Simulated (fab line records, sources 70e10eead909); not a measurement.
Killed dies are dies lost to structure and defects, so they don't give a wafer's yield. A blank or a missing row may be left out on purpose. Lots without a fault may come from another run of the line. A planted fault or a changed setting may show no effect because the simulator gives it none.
Which tool did it? | flow nand_harc | 11 lots, 33 wafers sampled, at 6 steps of a route of 1302

WHAT THE GAUGES READ, wafer by wafer
NHARC_P_ZERO_WELL_CD_MEAS_52: target cd 2000 nm.
lot  | measured     | on        | cd_nm (nm)
L875 | day 2 21:54  | cd_sem-03 | 1925.8 1927.0 1927.1
L885 | day 7 02:47  | cd_sem-03 | 2000.9 2002.5 2000.4
L886 | day 7 11:47  | cd_sem-02 | 2001.5 2000.7 2000.3
L887 | day 7 21:56  | cd_sem-01 | 1997.4 1997.5 1999.3
L889 | day 8 17:53  | cd_sem-02 | 2000.3 1999.9 2001.6
L890 | day 9 04:01  | cd_sem-02 | 1999.9 2000.2 1998.7
L891 | day 9 13:53  | cd_sem-01 | 1998.8 1996.6 1998.9
L892 | day 9 23:37  | cd_sem-01 | 1998.7 2001.2 2001.6
L893 | day 10 12:58 | cd_sem-03 | 1999.3 1998.9 1999.0
L894 | day 10 20:08 | cd_sem-03 | 2001.0 2000.9 2001.5
L895 | day 11 05:50 | cd_sem-02 | 1998.4 1998.7 1998.7

NHARC_END_SORT_01.
lot  | measured     | on        | killed_at_array | killed_at_other | killed_at_periphery | killed_dies | killed_open | killed_short
L887 | day 30 17:19 | prober-02 | 25 33 29        | 0 0 0           | 2 10 4              | 27 43 33    | 1 4 4       | 0 4 2

WHICH TOOL RAN EACH LOT (tool, then ch and the chambers of the sampled wafers, then the start)
lot  | NHARC_P_ZERO_WELL_ETCH_62                     | NHARC_P_ZERO_WELL_EXPOSE_49       | NHARC_P_STI_ETCH_15              | NHARC_P_GATE_DEP_103
L875 | rie_diel-07 ch 0,2,3, day 2 21:44 or earlier  | krf_scanner-02 ch 0, day 2 21:44  | rie_si-05 ch 0,2,3, day 3 17:04  | pecvd-01 ch 0,1,2, day 5 18:50
L885 | rie_diel-04 ch 0,1,3, day 7 02:38 or earlier  | krf_scanner-04 ch 0, day 7 02:38  | rie_si-05 ch 1,2,3, day 7 21:40  | pecvd-02 ch 0,2, day 10 04:35
L886 | rie_diel-12 ch 0,2,3, day 7 11:37 or earlier  | krf_scanner-03 ch 0, day 7 11:37  | rie_si-05 ch 0,1,3, day 8 05:59  | pecvd-01 ch 0,1, day 10 10:48
L887 | rie_diel-12 ch 0,1,2, day 7 21:47 or earlier  | krf_scanner-04 ch 0, day 7 21:47  | rie_si-01 ch 1,3, day 8 17:08    | pecvd-04 ch 1,2, day 11 05:11
L889 | rie_diel-12 ch 2,3, day 8 17:44 or earlier    | krf_scanner-02 ch 0, day 8 17:44  | rie_si-03 ch 0,2,3, day 9 13:43  | pecvd-04 ch 1,2, day 11 22:38
L890 | rie_diel-07 ch 0,3, day 9 03:52 or earlier    | krf_scanner-04 ch 0, day 9 03:52  | rie_si-05 ch 1,2,3, day 9 21:32  | pecvd-02 ch 0,1,2, day 11 22:32
L891 | rie_diel-12 ch 0,1,2, day 9 13:44 or earlier  | krf_scanner-02 ch 0, day 9 13:44  | rie_si-05 ch 0,1, day 10 10:19   | pecvd-02 ch 0,2, day 12 12:09
L892 | rie_diel-07 ch 0,2,3, day 9 23:27 or earlier  | krf_scanner-02 ch 0, day 9 23:27  | rie_si-01 ch 0,1,3, day 10 19:17 | pecvd-02 ch 0,1,2, day 12 19:55
L893 | rie_diel-07 ch 0,2,3, day 10 12:49 or earlier | krf_scanner-03 ch 0, day 10 12:49 | rie_si-05 ch 0,1,3, day 11 08:22 | pecvd-02 ch 0,2, day 13 18:58
L894 | rie_diel-12 ch 0,3, day 10 19:59 or earlier   | krf_scanner-02 ch 0, day 10 19:59 | rie_si-01 ch 0,1, day 11 16:24   | pecvd-04 ch 0,1, day 14 03:27
L895 | rie_diel-12 ch 0,1,3, day 11 05:41 or earlier | krf_scanner-04 ch 0, day 11 05:41 | rie_si-03 ch 0,1,3, day 12 00:59 | pecvd-02 ch 0,1,2, day 14 08:22
- NHARC_P_ZERO_WELL_ETCH_62: etches the open film in CHF3/Ar, target depth 13 nm, time 6.5 s.
- NHARC_P_ZERO_WELL_EXPOSE_49: exposes mask P HVPW, target cd 2000 nm.
- NHARC_P_STI_ETCH_15: etches the open film in HBr/Cl2, target depth 300 nm, time 100.1 s.
- NHARC_P_GATE_DEP_103: deposits SiON, target thk 30 nm.

WHAT THE TOOLS THEMSELVES READ (means of the sampled wafers that have a number; where no wafer has one, the mark that the record gives instead)
NHARC_P_ZERO_WELL_ETCH_62.
lot  | tool        | drypump_motor_current_A (A) | mfc_ar_sccm (sccm) | oes_product_au (a.u.) | rf_vpp_V (V) | showerhead_plenum_p_Torr (Torr) | throttle_valve_pct (%)
L875 | rie_diel-07 | 5.5                         | 200.0              | 0.964                 | 369.7        | 2.29                            | 20.221
L885 | rie_diel-04 | 5.9                         | 199.4              | 0.951                 | 368.3        | 2.25                            | 20.216
L886 | rie_diel-12 | 6.1                         | 200.0              | 0.933                 | 369.6        | 2.27                            | 20.214
L887 | rie_diel-12 | 6.0                         | 200.6              | 0.952                 | 370.0        | 2.28                            | 20.221
L889 | rie_diel-12 | 5.9                         | 200.0              | 0.957                 | 368.8        | 2.28                            | 20.214
L890 | rie_diel-07 | 5.4                         | 200.0              | 0.947                 | 368.5        | 2.25                            | 20.216
L891 | rie_diel-12 | 6.0                         | 199.6              | 0.950                 | 369.5        | 2.27                            | 20.215
L892 | rie_diel-07 | 5.5                         | 199.8              | 0.939                 | 368.6        | 2.27                            | 20.213
L893 | rie_diel-07 | 5.5                         | 199.7              | 0.951                 | 368.4        | 2.27                            | 20.210
L894 | rie_diel-12 | 6.3                         | 199.2              | 0.946                 | 369.3        | 2.26                            | 20.222
L895 | rie_diel-12 | 5.9                         | 199.5              | 0.965                 | 369.6        | 2.28                            | 20.218

NHARC_P_ZERO_WELL_EXPOSE_49.
lot  | tool           | reticle_temp_C (C)
L875 | krf_scanner-02 | 22.97
L885 | krf_scanner-04 | 22.84
L886 | krf_scanner-03 | 22.82
L887 | krf_scanner-04 | 23.00
L889 | krf_scanner-02 | 22.98
L890 | krf_scanner-04 | 23.09
L891 | krf_scanner-02 | 22.97
L892 | krf_scanner-02 | 22.97
L893 | krf_scanner-03 | 23.05
L894 | krf_scanner-02 | 23.02
L895 | krf_scanner-04 | 23.11

NHARC_P_STI_ETCH_15.
lot  | tool      | drypump_motor_current_A (A) | he_backside_leak_sccm (sccm) | oes_product_au (a.u.) | throttle_valve_pct (%)
L875 | rie_si-05 | 5.5                         | 2.8                          | 1.010                 | 26.407
L885 | rie_si-05 | 5.6                         | 2.6                          | 0.996                 | 26.412
L886 | rie_si-05 | 5.3                         | 2.7                          | 0.989                 | 26.409
L887 | rie_si-01 | 5.6                         | 2.6                          | 0.998                 | 26.416
L889 | rie_si-03 | 5.4                         | 2.6                          | 1.009                 | 26.404
L890 | rie_si-05 | 5.6                         | 2.7                          | 0.992                 | 26.418
L891 | rie_si-05 | 5.0                         | 2.7                          | 1.000                 | 26.411
L892 | rie_si-01 | 5.9                         | 2.6                          | 0.991                 | 26.414
L893 | rie_si-05 | 5.3                         | 2.7                          | 0.992                 | 26.406
L894 | rie_si-01 | 5.7                         | 2.6                          | 0.999                 | 26.409
L895 | rie_si-03 | 5.6                         | 2.7                          | 1.004                 | 26.417

NHARC_P_GATE_DEP_103.
lot  | tool     | heater_power_w (W)
L875 | pecvd-01 | 730
L885 | pecvd-02 | 680
L886 | pecvd-01 | 685
L887 | pecvd-04 | 822
L889 | pecvd-04 | 774
L890 | pecvd-02 | 699
L891 | pecvd-02 | 681
L892 | pecvd-02 | 707
L893 | pecvd-02 | 724
L894 | pecvd-04 | 811
L895 | pecvd-02 | 693

THE ANSWER, worked out from the rows above alone
Rule: what is usual is taken from the lots themselves. Put in order of their means at a reading, lots are off if they are a third of the lots or fewer, leave a main group of 4 or more, and stand apart from it by a gap of 3 or more times the standard deviation of the main group's means; of several such gaps the widest counts. A main group whose means are all the same, to the digits that the tables above print for the reading, isn't used. A lot without any number at a reading at which 4 lots or more have one is off too. The other lots that the step has rows for count as sound. The gauges are gone through in route order, then the tools' own readings, and for those a lot's mean is taken as printed above. The first step at which some lot is off is used, and at that step the reading that is off furthest; a lot without a number counts as furthest.
Off: L875, at NHARC_P_ZERO_WELL_CD_MEAS_52 (cd_nm). The main group: mean 1999.8 nm, standard deviation 1.2.
A tool fits if, at a process step before that reading, it ran every lot that is off, and no sound lot after the first of them. The gauges at NHARC_P_ZERO_WELL_CD_MEAS_52 are tried like those tools. NHARC_P_ZERO_WELL_ETCH_62 gives no start for some lots, so the hours and the order of its lots are those of NHARC_P_ZERO_WELL_EXPOSE_49. None of those tried fits.

WHAT THE SIMULATOR HAD PUT IN
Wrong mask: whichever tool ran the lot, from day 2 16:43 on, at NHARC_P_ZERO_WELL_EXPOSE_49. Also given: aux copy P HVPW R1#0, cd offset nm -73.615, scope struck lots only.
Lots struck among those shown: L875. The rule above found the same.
